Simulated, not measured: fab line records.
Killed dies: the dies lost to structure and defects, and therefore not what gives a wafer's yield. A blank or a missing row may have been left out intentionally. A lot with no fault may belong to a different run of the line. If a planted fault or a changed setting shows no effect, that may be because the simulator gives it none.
fab line records	flow n5-finfet
record: lots: 6	wafers: 18	last-day: 18
route steps=1938 shown MOL_CONTACT_COAG@529 BEOL_M4@1111 PASSIVATION@1936
lots that met no fault: taken from a fault-free run of the same line
start-h: hours from the record's first day to the start of the lot's first wafer shown	wait-h: how many hours have passed since the lot's step before this one	" identical to the entry in the row above	L1.1+2: a single row standing in for several wafers	- value missing, or start not given	* or withheld: withheld	< > ~ a bound
route shown NAME@n: names a module that has steps shown in the file, with the first one's number in the route	usual: average and standard deviation across the fault-free wafers	same: alike in all rows	chamber/n: place in a boat	sites: each site's reading	_std_site: their standard deviation	_edge_site: the outer-site mean with the inner-site mean subtracted	radius-mm: how far each site lies from the wafer's centre	mask NAME#n: copy n	behind: the last tool/chamber to shape the wafer	hold: cause of the lot's hold/its duration in hours/its outcome	device: whichever transistor did not switch (one of n, p or np)	end of line: at the end of the route, the tests of the same wafers	a step with no rows: only its recipe	killed: dies lost to structure and defects at the first sort, not the wafer's yield	map: shows each die of a wafer: x if killed, . if not, _ if none is there
set.NAME: setting as actually run; set.NAME@STEP: the setting as run at that earlier step	model.NAME: the simulator's own value behind a step, which no gauge read
a table for each step, a row for each wafer; lots at some steps of the route
services: the hour from which a tool's chamber was out of use, counted from the record's first day as start-h (under 0 if before that day), plus the number of hours and why
== steps ==
step: N5_MOL_CONTACT_COAG_DESCUM_13
recipe: chemistry: O2	time-s: 7	source-power-w: 50	bias-power-w: 20	pressure-mtorr: 20	rf-frequency-hz: 2.712e+07	temp-c: 40	resist: CAR-EUV	o2-flow-sccm: 225
step: N5_MOL_CONTACT_COAG_ETCH_59
recipe: chemistry: N2/H2	target: underlayer	target-depth-a: 130	mask-material: CAR-EUV	time-s: 10.4	ion-energy-ev: 200	pressure-mtorr: 30	source-w: 840	bias-w: 150	n2-flow-sccm: 200	h2-flow-sccm: 200	ends: cleared
step: N5_MOL_CONTACT_COAG_ETCH_105
recipe: chemistry: CF4	target: SiARC	target-depth-a: 156	mask-material: CAR-EUV	time-s: 26	ion-energy-ev: 80	pressure-mtorr: 40	source-w: 545	bias-w: 36	Ar_flow_sccm: 100	cf4-flow-sccm: 100	ends: cleared
usual: cf4-flow-sccm: 99.96/0.28	drypump-motor-current-A: 5.6/0.49	etch-rf-on-time-s: 26.0/0.56	oes-product-au: 0.66/0.045	rf-vpp-V: 184.4/1.1	showerhead-plenum-p-Torr: 2.17/0.062	throttle-valve-pct: 15.72/0.2
lot.wafer	tool	chamber	start-h	wait-h	cf4-flow-sccm	drypump-motor-current-A	etch-rf-on-time-s	oes-product-au	rf-hours-counter-h	rf-vpp-V	showerhead-plenum-p-Torr	throttle-valve-pct
L449.1	rie-diel-01	0	121.71	0.0	99.93	6.4	26.6	0.70	80	185.0	2.16	15.37
L449.2	"	1	"	"	99.87	5.2	26.0	0.76	28	184.3	2.17	15.39
L449.5	"	0	"	"	99.89	6.4	26.6	0.69	-	184.1	2.16	15.37
L458.1	rie-diel-03	0	176.04	0.0	99.49	5.7	25.3	0.65	142	183.7	2.22	15.60
L458.4	"	3	"	"	100.32	6.3	25.6	0.60	235	183.2	2.05	16.02
L458.6	"	2	"	"	100.04	5.3	26.3	0.66	-	185.3	2.16	15.94
L461.1	rie-diel-03	3	194.54	0.0	99.53	6.4	26.0	0.59	242	183.3	2.05	16.02
L461.2	"	2	"	"	100.08	5.3	26.5	0.64	125	184.1	2.16	15.97
L461.4	"	0	"	"	99.90	5.7	25.5	0.65	149	185.4	2.22	15.60
L462.1	rie-diel-05	1	196.72	0.0	100.00	5.7	25.1	0.73	77	186.4	2.07	15.49
L462.2	"	3	"	"	99.87	4.6	26.8	0.70	71	185.3	2.27	15.69
L462.5	"	3	"	"	100.00	4.6	26.9	0.70	-	185.1	2.27	15.70
L466.1	rie-diel-01	0	220.61	0.0	100.57	6.4	26.7	0.67	113	184.3	2.15	15.45
L466.5	"	0	"	"	100.29	6.4	26.6	0.67	-	184.8	2.15	15.44
L466.6	"	3	"	"	100.67	5.3	25.9	0.60	-	186.2	2.22	15.73
L467.1	rie-diel-03	1	229.19	0.0	99.65	5.2	26.4	0.66	134	184.1	2.14	15.62
L467.3	"	0	"	"	100.33	5.7	25.7	0.63	163	185.0	2.22	15.65
L467.6	"	2	"	"	99.86	5.3	26.6	0.64	-	184.0	2.16	15.95
step: N5_MOL_CONTACT_COAG_ETCH_106
recipe: chemistry: N2/H2	target: SOC	target-depth-a: 800	overetch-a: 160	mask-material: SiARC	temp-c: 40	time-s: 120	ion-energy-ev: 200	pressure-mtorr: 30	source-w: 840	bias-w: 150	n2-flow-sccm: 200	h2-flow-sccm: 200
step: N5_MOL_CONTACT_COAG_STRIP_107
recipe: chemistry: N2/H2	temp-c: 40	n2-flow-sccm: 200	h2-flow-sccm: 200	rf-frequency-hz: 6e+07
step: N5_MOL_CONTACT_COAG_STRIP_108
recipe: chemistry: N2/H2	temp-c: 40	n2-flow-sccm: 200	h2-flow-sccm: 200	rf-frequency-hz: 6e+07
step: N5_MOL_CONTACT_COAG_CONTACT_ETCH_14
recipe: chemistry: C4F6/O2	target: SiO2	target-depth-a: 275	overetch-a: 85	mask-material: SOC	pressure-mtorr: 30	source-w: 370	bias-w: 185	Ar_flow_sccm: 300	C4F6_flow_sccm: 16	O2_flow_sccm: 10	time-s: 20	ion-energy-ev: 259.6
step: N5_MOL_CONTACT_COAG_STRIP_109
recipe: chemistry: C4F6/O2	resist: SiARC	rf-frequency-hz: 6e+07
step: N5_MOL_CONTACT_COAG_ETCH_15
recipe: chemistry: CH3F/O2	target: SiNx	target-depth-a: 70	mask-material: SOC	stop-on: Si:P	over-etch-frac: 0.75	ion-energy-ev: 120	pressure-mtorr: 30	source-w: 395	bias-w: 73	Ar_flow_sccm: 150	CH3F_flow_sccm: 30	O2_flow_sccm: 20
step: N5_MOL_CONTACT_COAG_ETCH_110
recipe: chemistry: CF4/O2	target: Si	target-depth-a: 25	time-s: 8	pressure-mtorr: 100	source-w: 200	bias-w: 12	ion-energy-ev: 60	Ar_flow_sccm: 100	cf4-flow-sccm: 100	O2_flow_sccm: 10
step: N5_MOL_CONTACT_COAG_STRIP_98
recipe: chemistry: N2/H2	power-w: 500	temp-c: 40	pressure-mtorr: 50	rf-frequency-hz: 6e+07	overash-fraction: 0.3	bias-power-w: 8	h2-frac: 0.5	n2-flow-sccm: 300	h2-flow-sccm: 300
step: N5_MOL_CONTACT_COAG_CD_MEAS_99
recipe: target-cd-nm: 17.2	polarity: opening
usual: cd-nm: 17.3/0.31
lot.wafer	tool	chamber	start-h	wait-h	cd-nm
L449.1	cd-sem-03	-	122.05	-	17.2
L449.2	"	-	"	"	17.0
L449.5	"	-	"	"	17.3
L458.1	cd-sem-03	-	176.39	-	17.0
L458.4	"	-	"	"	17.4
L458.6	"	-	"	"	17.6
L461.1	cd-sem-02	-	194.88	-	17.8
L461.2	"	-	"	"	17.5
L461.4	"	-	"	"	17.0
L462.1	cd-sem-03	-	197.06	-	17.1
L462.2	"	-	"	"	17.5
L462.5	"	-	"	"	17.3
L466.1	cd-sem-02	-	220.95	-	17.3
L466.5	"	-	"	"	17.4
L466.6	"	-	"	"	17.4
L467.1	cd-sem-03	-	229.54	-	17.3
L467.3	"	-	"	"	16.7
L467.6	"	-	"	"	17.1
step: N5_MOL_CONTACT_COAG_IMPLANT_129
recipe: species: Ge	energy-kev: 3	dose-cm2: 6e+14	tilt-deg: 0	rotation-deg: 0
usual: beam-energy-keV: 3.0002/0.00097	beam-on-s: 43.8/1.1
lot.wafer	tool	chamber	start-h	wait-h	beam-energy-keV	beam-on-s
L449.1	implanter-01	0	122.09	0.0	3.0004	43.3
L449.2	"	0	"	"	3.0000	42.7
L449.5	"	0	"	"	2.9987	42.2
L458.1	implanter-01	0	176.42	0.0	3.0002	43.7
L458.4	"	0	"	"	2.9997	40.9
L458.6	"	0	"	"	2.9992	42.9
L461.1	implanter-02	-	194.91	0.0	-	-
L461.2	"	-	"	"	-	-
L461.4	"	-	"	"	-	-
L462.1	implanter-02	-	197.10	0.0	-	-
L462.2	"	-	"	"	-	-
L462.5	"	-	"	"	-	-
L466.1	implanter-01	0	220.98	0.0	3.0024	43.6
L466.5	"	0	"	"	3.0012	42.8
L466.6	"	0	"	"	3.0009	43.9
L467.1	implanter-02	0	229.57	0.0	3.0007	42.7
L467.3	"	0	"	"	2.9996	45.2
L467.6	"	0	"	"	3.0006	44.4
step: N5_MOL_CONTACT_COAG_PRECLEAN_111
recipe: chemistry: NF3:NH3	afs-cycles: 1	temp-c: 30	time-s: 20	sublimation-temp-c: 180	sublimation-time-s: 60	pressure-torr: 3	rf-power-w: 30
step: N5_MOL_CONTACT_COAG_TI_SIL_19
recipe: material: Ti	target-thk-a: 42	temp-c: 200	chamber-pressure-pa: 5	power-w: 5000	time-s: 15
step: N5_MOL_CONTACT_COAG_ALD_20
recipe: material: TiN	target-thk-a: 15	temp-c: 400	ald-precursor-family: TiCl4	ald-co-reactant: NH3	pulse-time-s: 1	purge-time-s: 3	co-reactant-purge-time-s: 2	co-reactant-pulse-time-s: 2	ald-cycles: 68	pressure-torr: 3
usual: chamber-pressure-Torr: 3.001/0.0067	heater-power-w: 846/56	precursor-pulse-height-rel: 0.996/0.02
lot.wafer	tool	chamber	start-h	wait-h	chamber-pressure-Torr	heater-power-w	precursor-pulse-height-rel
L449.1	ald-metal-01	3	122.89	0.1	2.998	955	1.017
L449.2	"	0	"	"	2.998	718	1.007
L449.5	"	3	"	"	3.002	935	0.975
L458.1	ald-metal-03	1	177.00	0.1	3.013	789	0.978
L458.4	"	2	"	"	2.994	846	1.019
L458.6	"	1	"	"	3.011	774	1.039
L461.1	ald-metal-03	1	196.11	0.1	2.995	771	1.009
L461.2	"	0	"	"	2.996	849	1.026
L461.4	"	0	"	"	2.999	860	0.971
L462.1	ald-metal-02	0	197.92	0.1	3.001	922	1.012
L462.2	"	3	"	"	2.996	836	0.961
L462.5	"	2	"	"	3.002	921	0.986
L466.1	ald-metal-02	0	223.14	0.1	3.005	917	0.981
L466.5	"	1	"	"	3.002	831	0.982
L466.6	"	0	"	"	2.994	918	1.019
L467.1	ald-metal-03	1	231.73	0.1	3.005	776	0.994
L467.3	"	2	"	"	3.010	832	1.015
L467.6	"	1	"	"	2.990	779	1.017
step: N5_MOL_CONTACT_COAG_SIL_ANNEAL_21
recipe: temp-c: 550	time-s: 60	ambient: N2
usual: lamp-power-pct: 5.34/0.055	lamp_zone_5_pct: 5.35/0.056	lamp_zone_7_pct: 5.61/0.058	wafer_temp_C_max: 552.2/0.57
lot.wafer	tool	chamber	start-h	wait-h	lamp-power-pct	lamp_zone_5_pct	lamp_zone_7_pct	wafer_temp_C_max
L449.1	rtp-anneal-01	0	123.29	0.2	5.28	5.29	5.55	553.8
L449.2	"	0	"	"	5.28	5.28	5.55	553.0
L449.5	"	0	"	"	5.28	5.29	5.55	552.6
L458.1	rtp-anneal-01	0	177.37	0.2	5.28	5.28	5.55	552.9
L458.4	"	0	"	"	5.28	5.28	5.55	552.6
L458.6	"	0	"	"	5.28	5.29	5.55	552.4
L461.1	rtp-anneal-02	0	196.48	0.2	5.39	5.40	5.67	551.5
L461.2	"	0	"	"	5.39	5.39	5.66	551.6
L461.4	"	0	"	"	5.39	5.40	5.67	552.5
L462.1	rtp-anneal-01	0	198.43	0.3	5.27	5.28	5.54	552.4
L462.2	"	0	"	"	5.27	5.28	5.54	551.6
L462.5	"	0	"	"	5.28	5.29	5.54	552.4
L466.1	rtp-anneal-01	0	223.62	0.3	5.26	5.29	5.55	552.8
L466.5	"	0	"	"	5.27	5.29	5.55	552.9
L466.6	"	0	"	"	5.28	5.29	5.55	552.4
L467.1	rtp-anneal-01	0	232.11	0.2	5.26	5.30	5.55	552.4
L467.3	"	0	"	"	5.28	5.28	5.54	552.5
L467.6	"	0	"	"	5.27	5.30	5.55	551.6
step: N5_MOL_CONTACT_COAG_PRE_CLEAN_141
recipe: gas: H2/He	time-s: 60	temp-c: 300
step: N5_MOL_CONTACT_COAG_SPUTTER_143
recipe: material: Co	target-thk-a: 25	temp-c: 25	chamber-pressure-pa: 0.2
step: N5_MOL_CONTACT_COAG_CO_FILL_22
recipe: material: Co	target-thk-a: 200	temp-c: 200	precursor: CCTBA/H2	pressure-torr: 30
step: N5_MOL_CONTACT_COAG_ANNEAL_113
recipe: temp-c: 400	time-s: 300	ambient: H2/N2
step: N5_MOL_CONTACT_COAG_PRE_CLEAN_142
recipe: gas: H2/He	time-s: 60	temp-c: 300
step: N5_MOL_CONTACT_COAG_SPUTTER_130
recipe: material: Co	target-thk-a: 475	temp-c: 25	chamber-pressure-pa: 0.5	power-w: 3000
step: N5_MOL_CONTACT_COAG_PRECLEAN_125
recipe: chemistry: DIW	time-s: 57.5	temp-c: 23
step: N5_MOL_CONTACT_COAG_SRD_126
recipe: dry-time-s: 32	dry: n2-spin	spin-rpm: 1500
step: N5_MOL_CONTACT_COAG_CMP_23
recipe: stop-on: SiO2	t-overpolish-s: 1.5	post-cmp-clean: cu-alkaline	down-force-psi: 2	platen-rpm: 50.289	pad-velocity-m-s: 1.0006	target-thk-nm: 0
usual: motor-current-A: 8.2/0.63	overpolish-run-s: 1.500/0.0091	retaining-ring-pressure-frac: 1.000/0.0054	time-to-endpoint-s: 8.3/2.4
lot.wafer	tool	chamber	start-h	wait-h	motor-current-A	overpolish-run-s	retaining-ring-pressure-frac	time-to-endpoint-s
L449.2	cmp-01	0	127.01	0.0	8.6	1.480	1.001	7.5
L449.1	"	1	"	"	7.9	1.490	0.999	9.1
L449.5	"	0	"	"	8.3	1.507	0.998	7.7
L458.4	cmp-04	0	182.16	0.2	9.1	1.512	1.004	7.1
L458.1	"	2	"	"	9.1	1.518	1.003	5.1
L458.6	"	0	"	"	9.1	1.481	1.007	6.4
L461.1	cmp-04	2	201.35	0.0	8.9	1.502	0.998	9.0
L461.2	"	3	"	"	7.6	1.506	1.001	9.6
L461.4	"	0	"	"	9.0	1.491	1.000	10.8
L462.2	cmp-02	0	201.90	0.1	8.4	1.508	0.993	10.4
L462.1	"	1	"	"	7.2	1.480	0.996	6.7
L462.5	"	3	"	"	8.0	1.493	1.001	10.6
L466.1	cmp-02	3	231.73	0.1	7.6	1.483	0.986	9.9
L466.5	"	1	"	"	7.7	1.507	1.001	5.5
L466.6	"	2	"	"	7.8	1.503	1.002	3.2
L467.1	cmp-01	2	239.41	0.0	7.1	1.503	1.000	8.2
L467.3	"	0	"	"	8.4	1.504	0.998	8.6
L467.6	"	2	"	"	7.1	1.495	1.006	11.2
step: N5_MOL_CONTACT_COAG_WET_ETCH_26
recipe: target: Co	target-depth-nm: 13
step: N5_MOL_CONTACT_COAG_WET_ETCH_116
recipe: chemistry: SC1-inhibited	target-depth-nm: 4.6	dry: ipa-marangoni	rinse-time-s: 30	rinse-temp-c: 23
step: N5_MOL_CONTACT_COAG_ALD_27
recipe: material: SiOC	target-thk-a: 170	temp-c: 400	ald-precursor-family: carbosiloxane	ald-co-reactant: H2-plasma	pulse-time-s: 1.5	time-s: 2720	purge-time-s: 2	co-reactant-purge-time-s: 2	ald-cycles: 340	pressure-torr: 2
step: N5_MOL_CONTACT_COAG_CMP_28
recipe: stop-on: SiNx	t-overpolish-s: 0.85	post-cmp-clean: alkaline-brush	down-force-psi: 4.15	platen-rpm: 51.8	pad-velocity-m-s: 1.0307	target-thk-nm: 14.522
step: N5_MOL_CONTACT_COAG_THK_MEAS_29
recipe: reads: SiNx_of_GATE_CUT_PECVD_57+SiNx_of_GATE_CUT_SAC_CAP_01
usual: MD_CAP_THK: 17.90/0.089
lot.wafer	tool	chamber	start-h	wait-h	MD_CAP_THK[nm]
L449.1	film-metro-01	-	129.69	-	17.96
L449.2	"	-	"	"	18.00
L449.5	"	-	"	"	17.89
L458.1	film-metro-01	-	184.80	-	17.86
L458.4	"	-	"	"	17.95
L458.6	"	-	"	"	17.96
L461.1	film-metro-01	-	204.03	-	17.80
L461.2	"	-	"	"	17.80
L461.4	"	-	"	"	17.82
L462.1	film-metro-01	-	205.17	-	17.83
L462.2	"	-	"	"	17.88
L462.5	"	-	"	"	17.86
L466.1	film-metro-02	-	234.34	-	17.93
L466.5	"	-	"	"	18.02
L466.6	"	-	"	"	17.86
L467.1	film-metro-02	-	242.12	-	17.83
L467.3	"	-	"	"	17.86
L467.6	"	-	"	"	17.86
step: N5_MOL_CONTACT_COAG_ALD_123
recipe: material: SiNx	target-thk-a: 50	temp-c: 400	ald-precursor-family: SiH2I2	ald-co-reactant: N2/H2-plasma	pulse-time-s: 1	purge-time-s: 2	co-reactant-purge-time-s: 2	ald-cycles: 100	pressure-torr: 2
usual: chamber-pressure-Torr: 2.000/0.004	heater-power-w: 816/63	precursor-pulse-height-rel: 0.998/0.019
lot.wafer	tool	chamber	start-h	wait-h	chamber-pressure-Torr	heater-power-w	precursor-pulse-height-rel
L449.1	ald-sin-03	0	129.89	0.2	2.001	831	0.993
L449.2	"	1	"	"	2.003	803	0.975
L449.5	"	2	"	"	1.997	711	0.973
L458.1	ald-sin-02	0	184.84	0.0	2.000	935	0.996
L458.4	"	2	"	"	2.003	873	0.977
L458.6	"	2	"	"	1.998	889	1.000
L461.1	ald-sin-01	0	205.09	1.1	2.004	778	0.986
L461.2	"	3	"	"	1.990	766	0.996
L461.4	"	2	"	"	2.001	713	1.010
L462.1	ald-sin-02	0	205.46	0.3	2.003	959	0.980
L462.2	"	3	"	"	2.000	921	0.982
L462.5	"	2	"	"	1.995	877	1.002
L466.1	ald-sin-03	0	235.69	1.3	2.000	834	0.958
L466.5	"	3	"	"	1.998	847	0.974
L466.6	"	0	"	"	2.002	849	0.949
L467.1	ald-sin-02	2	242.15	0.0	1.999	862	0.983
L467.3	"	0	"	"	1.998	946	1.009
L467.6	"	2	"	"	2.005	850	1.015
step: N5_MOL_CONTACT_COAG_PECVD_31
recipe: material: SiO2	target-thk-a: 460	temp-c: 400	precursor: TEOS/O2	pressure-torr: 6.5	rf-w: withheld	teos-flow-sccm: withheld	gas: O2	flow-sccm: 2650	time-s: 8.9
step: N5_MOL_CONTACT_COAG_COAT_75
recipe: resist: SOC	temp-c: 250	time-s: 60	spin-rpm: 1500	resist-thk-nm: 60
step: N5_MOL_CONTACT_COAG_COAT_76
recipe: resist: SiARC	temp-c: 220	time-s: 60	spin-rpm: 1500	resist-thk-nm: 10
step: N5_MOL_CONTACT_COAG_COAT_77
recipe: resist: underlayer	temp-c: 205	time-s: 60	spin-rpm: 1500	resist-thk-nm: 10
step: N5_MOL_CONTACT_COAG_COAT_78
recipe: resist: CAR-EUV	spin-rpm: 1500	resist-thk-nm: 40
step: N5_MOL_CONTACT_COAG_EBR_80
recipe: solvent: PGMEA	ebr-width-mm: 1.5
step: N5_MOL_CONTACT_COAG_SOFTBAKE_79
recipe: temp-c: 110	time-s: 60	resist: CAR-EUV
step: N5_MOL_CONTACT_COAG_EXPOSE_81
recipe: mask-id: VG	na: 0.33	source-shape: annular	sigma-inner: 0.3	sigma-outer: 0.7	polarization: unpolarized	defocus-nm: 0	dose-mj: 59.5
step: N5_BEOL_M4_RC_MEAS_101
usual: DIBL_N: 37.1/1.8	DIBL_P: 37.2/2.1	IOFF_N: 0.17/0.033	IOFF_P: 0.22/0.037	ION_N: 680/11	ION_P: 464/7.7	RC_DENSE_N: 19.0/0.47	RC_DENSE_P: 23.7/0.53	RC_N: 15.4/0.38	RC_P: 19.3/0.43	REXT_N: 75.2/1.9	REXT_P: 100.9/2.7	SS_N: 71.7/0.63	SS_P: 73.6/0.67	VT_N: 248.9/2.9	VT_P: -251/3.6
lot.wafer	tool	chamber	start-h	wait-h	DIBL_N[mV/V]	DIBL_P[mV/V]	IOFF_N[nA/um]	IOFF_P[nA/um]	ION_N[uA/um]	ION_P[uA/um]	RC_DENSE_N[ohm.um]	RC_DENSE_P[ohm.um]	RC_N[ohm.um]	RC_P[ohm.um]	REXT_N[ohm.um]	REXT_P[ohm.um]	SS_N[mV/dec]	SS_P[mV/dec]	VT_N[mV]	VT_P[mV]
L449.1	prober-02	0	216.13	0.0	37.1	36.5	0.17	0.22	691	468	18.9	23.3	15.4	19.2	73.9	98.8	72.3	73.3	248.0	-251
L449.2	"	0	"	"	36.5	35.2	0.15	0.19	679	461	19.4	24.4	15.8	19.8	74.6	101.5	72.1	73.2	249.9	-254
L449.5	"	0	"	"	37.0	36.1	0.16	0.22	679	462	19.1	23.7	15.6	19.4	75.4	101.5	72.8	74.0	249.4	-248
L458.1	prober-02	0	274.65	0.0	40.2	40.4	0.21	0.23	690	460	18.8	23.7	15.4	19.1	72.4	97.6	71.8	73.6	246.8	-253
L458.4	"	0	"	"	38.7	38.6	0.18	0.19	680	451	18.8	23.4	15.3	19.0	71.9	99.7	71.3	73.5	247.9	-253
L458.6	"	0	"	"	38.9	38.6	0.17	0.19	682	465	18.6	23.1	15.2	18.8	72.3	98.7	71.5	73.8	249.3	-255
L461.1	prober-01	0	285.70	0.0	39.7	38.9	0.21	0.24	663	445	37.2	47.6	30.5	38.8	88.4	121.3	72.8	74.4	250.0	-250
L461.2	"	0	"	"	34.7	34.4	0.12	0.18	641	447	37.4	48.2	30.4	39.1	87.9	118.7	70.8	72.4	250.6	-252
L461.4	"	0	"	"	36.2	35.0	0.14	0.19	661	461	39.5	50.8	31.9	40.9	87.7	119.5	70.9	72.2	253.6	-255
L462.2	prober-01	0	286.79	0.4	37.7	39.0	0.19	0.24	665	459	38.4	47.3	31.2	39.2	89.9	117.7	71.8	74.3	246.5	-247
L462.5	"	0	"	"	35.5	37.1	0.15	0.21	652	454	39.4	48.6	31.7	39.5	91.2	118.4	71.5	73.5	249.9	-249
L466.1	prober-02	0	322.70	0.0	37.2	35.6	0.14	0.18	654	453	18.8	24.0	15.3	19.5	75.9	101.8	72.0	73.4	252.4	-253
L466.5	"	0	"	"	37.6	37.6	0.15	0.21	672	462	18.4	23.2	15.1	18.8	75.5	100.5	71.8	73.4	248.3	-249
L466.6	"	0	"	"	39.4	38.4	0.18	0.22	689	462	17.9	22.9	14.6	18.7	73.6	99.9	72.2	73.1	248.2	-249
L467.1	prober-02	0	325.62	0.0	34.8	33.9	0.14	0.20	671	460	18.3	22.9	14.9	18.5	74.6	100.4	71.2	72.7	249.8	-247
L467.3	"	0	"	"	37.9	36.6	0.20	0.23	695	469	19.0	23.6	15.4	19.4	75.0	103.6	72.3	73.9	245.1	-246
L467.6	"	0	"	"	36.0	35.7	0.17	0.22	675	466	18.9	23.4	15.3	19.3	75.0	101.7	71.3	72.6	247.3	-246
step: N5_PASSIVATION_PROBE_49
usual: defect-limited-yield: 91.7/1.5	killed_at_M0_to_M3: 32/10	killed_at_M4_up: 14/5.3	killed-at-contacts: 13/5.7	killed-at-front-end: 37/10	killed-at-other: 3.3/2.5	killed-dies: 98/18	killed-open: 65/13	killed-short: 31/7.5	sort_bin_5_function: 4.9/0.91	sort_bin_6_memory: 3.1/0.71	sort-n-pass: 1082/18	sort-yield-pct: 91.7/1.5
same: gross-dies: 1180	killed-at-back-side: 0	sort_bin_4_leakage[%]: 0	sort_bin_8_speed[%]: 0
lot.wafer	tool	chamber	start-h	wait-h	defect-limited-yield[%]	killed_at_M0_to_M3	killed_at_M4_up	killed-at-contacts	killed-at-front-end	killed-at-other	killed-dies	killed-open	killed-short	sort_bin_5_function[%]	sort_bin_6_memory[%]	sort-n-pass	sort-yield-pct[%]
L449.1	prober-01	-	316.67	0.0	92.5	22	10	11	41	4	88	66	21	4.1	3.3	1092	92.5
L449.2	prober-01	-	316.72	0.1	94.4	25	8	3	28	2	66	42	23	4.2	1.4	1114	94.4
L449.5	prober-01	-	316.87	0.2	93.1	14	11	27	28	2	82	49	29	4.1	2.5	1098	93.1
L458.1	prober-01	-	382.30	0.0	91.0	43	15	7	35	6	106	72	33	5.5	3.1	1074	91.0
L458.4	prober-01	-	382.45	0.2	91.6	38	6	12	37	6	99	68	30	4.9	3.1	1081	91.6
L458.6	prober-01	-	382.55	0.3	89.4	47	9	9	58	2	125	79	38	6.4	3.2	1055	89.4
L461.1	prober-02	-	394.27	0.0	91.1	29	27	11	38	0	105	71	32	5.3	3.3	1075	91.1
L461.2	prober-02	-	394.32	0.1	90.3	45	18	13	38	0	114	64	47	5.3	4.0	1066	90.3
L461.4	prober-02	-	394.42	0.2	89.2	53	20	12	40	3	128	71	55	6.5	4.0	1052	89.2
killed by level:class
L449.1 MOL_CONTACT_COAG:geometric-particle:open=10 FIN_SAQP:geometric-particle:open=9 BEOL_M2:geometric-particle:open=7 STI_FIN_REVEAL:geometric-particle:open=6 DUMMY_GATE:geometric-particle:open=6 FIN_SAQP:geometric-particle:short=4 BEOL_M3:geometric-particle:open=4 BEOL_M4:geometric-particle:open=4
L449.2 FIN_SAQP:geometric-particle:short=7 FIN_SAQP:geometric-particle:open=5 BEOL_M3:geometric-particle:open=5 GATE_CUT:geometric-particle:open=4 BEOL_M0_SAQP:geometric-particle:short=4 BEOL_M0_SAQP:geometric-particle:open=4 BEOL_M1:geometric-particle:open=4 BEOL_M4:geometric-particle:open=4
L449.5 MOL_CONTACT_COAG:geometric-particle:open=20 FIN_SAQP:geometric-particle:short=7 MOL_CONTACT_COAG:geometric-particle:short=7 BEOL_M0_SAQP:geometric-particle:short=4 DUMMY_GATE:geometric-particle:open=3 SDB:geometric-particle:open=3 BEOL_M0_SAQP:geometric-particle:open=3 BEOL_M3:geometric-particle:open=3
L458.1 FIN_SAQP:geometric-particle:open=10 BEOL_M1:geometric-particle:open=10 BEOL_M3:geometric-particle:open=10 BEOL_M0_SAQP:geometric-particle:open=7 BEOL_M4:geometric-particle:open=6 DUMMY_GATE:geometric-particle:open=5 BEOL_M1:geometric-particle:short=5 MOL_CONTACT_COAG:geometric-particle:open=4
L458.4 STI_FIN_REVEAL:geometric-particle:open=14 MOL_CONTACT_COAG:geometric-particle:open=8 BEOL_M3:geometric-particle:open=7 BEOL_M0_SAQP:geometric-particle:open=6 FIN_SAQP:geometric-particle:open=5 BEOL_M0_SAQP:geometric-particle:short=5 BEOL_M1:geometric-particle:open=5 DUMMY_GATE:geometric-particle:open=4
L458.6 STI_FIN_REVEAL:geometric-particle:open=14 DUMMY_GATE:geometric-particle:open=11 BEOL_M0_SAQP:geometric-particle:short=10 FIN_SAQP:geometric-particle:open=7 BEOL_M2:geometric-particle:open=7 BEOL_M0_SAQP:geometric-particle:open=7 FIN_SAQP:geometric-particle:short=6 MOL_CONTACT_COAG:geometric-particle:open=6
L461.1 FIN_SAQP:geometric-particle:open=10 MOL_CONTACT_COAG:geometric-particle:open=10 BEOL_M4:geometric-particle:open=10 BEOL_M0_SAQP:geometric-particle:short=8 BEOL_M5:geometric-particle:open=7 BEOL_M0_SAQP:geometric-particle:open=6 BEOL_M1:geometric-particle:open=6 FIN_SAQP:geometric-particle:short=5
L461.2 BEOL_M0_SAQP:geometric-particle:short=22 BEOL_M0_SAQP:geometric-particle:open=12 MOL_CONTACT_COAG:geometric-particle:open=9 DUMMY_GATE:geometric-particle:open=8 BEOL_M5:geometric-particle:open=7 STI_FIN_REVEAL:geometric-particle:open=6 BEOL_M1:geometric-particle:open=6 FIN_SAQP:geometric-particle:short=4
L461.4 BEOL_M0_SAQP:geometric-particle:short=18 BEOL_M0_SAQP:geometric-particle:open=14 BEOL_M5:geometric-particle:open=8 MOL_CONTACT_COAG:geometric-particle:open=7 BEOL_M4:geometric-particle:open=7 DUMMY_GATE:geometric-particle:open=6 GATE_CUT:geometric-particle:short=6 BEOL_M1:geometric-particle:open=6
== services ==
tool	chamber	start-h	hours	kind
rie-diel-01	3	100.79	8.7	repair
cmp-04	-	104.34	7.8	pm
ald-sin-02	1	106.60	13.3	repair
implanter-02	-	107.91	2.7	repair
cmp-02	-	119.48	4.0	pm
ald-metal-03	-	134.31	1.2	repair
rie-diel-01	-	135.57	0.8	repair
cmp-01	-	148.29	4.8	pm
ald-metal-03	3	155.03	46.2	repair
rie-diel-01	0	168.70	6.0	repair
cmp-01	-	172.77	16.3	pm
ald-metal-02	-	189.77	3.0	repair
implanter-02	-	198.72	17.3	pm
ald-metal-03	2	200.89	24.1	repair
ald-sin-03	-	202.41	6.0	pm
cmp-02	-	211.56	3.1	pm
cmp-04	-	212.74	4.0	pm
ald-sin-03	-	213.12	1.4	repair
ald-metal-02	3	221.47	8.5	repair
cmp-01	-	223.51	9.1	repair
ald-sin-02	-	223.80	15.6	pm
rie-diel-01	0	228.17	6.0	repair
implanter-02	-	233.03	4.0	pm
rie-diel-01	-	238.12	15.6	pm
== key ==
first-sign: step: N5_MOL_CONTACT_COAG_IMPLANT_129	reading: tool-record	direction: missing
effect: step: N5_BEOL_M4_RC_MEAS_101	reading: RC_P	direction: up	sigmas: 47	usual: 19.3	struck: 39.5
effect: step: N5_BEOL_M4_RC_MEAS_101	reading: RC_DENSE_P	direction: up	sigmas: 47	usual: 23.7	struck: 48.5
effect: step: N5_BEOL_M4_RC_MEAS_101	reading: RC_DENSE_N	direction: up	sigmas: 41	usual: 19.0	struck: 38.4
effect: step: N5_BEOL_M4_RC_MEAS_101	reading: RC_N	direction: up	sigmas: 41	usual: 15.4	struck: 31.1
effect: step: N5_BEOL_M4_RC_MEAS_101	reading: REXT_N	direction: up	sigmas: 7.4	usual: 75.2	struck: 89.0
effect: step: N5_BEOL_M4_RC_MEAS_101	reading: REXT_P	direction: up	sigmas: 6.8	usual: 100.9	struck: 119.1
effect: step: N5_BEOL_M4_RC_MEAS_101	reading: ION_N	direction: down	sigmas: 2.1	usual: 680	struck: 657
met-at N5_MOL_CONTACT_COAG_IMPLANT_129
struck-wafers L461.1,L461.2,L461.4,L462.1,L462.2,L462.5
rows-end L462.1
fault: kind: skipped-step-whole	tool: implanter-02	chamber: -	onset-h: 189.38	steps: N5_MOL_CONTACT_COAG_IMPLANT_129	scope: struck-lots-only
rows-end: these wafers met a further fault down the route, and their rows from its step on are left out
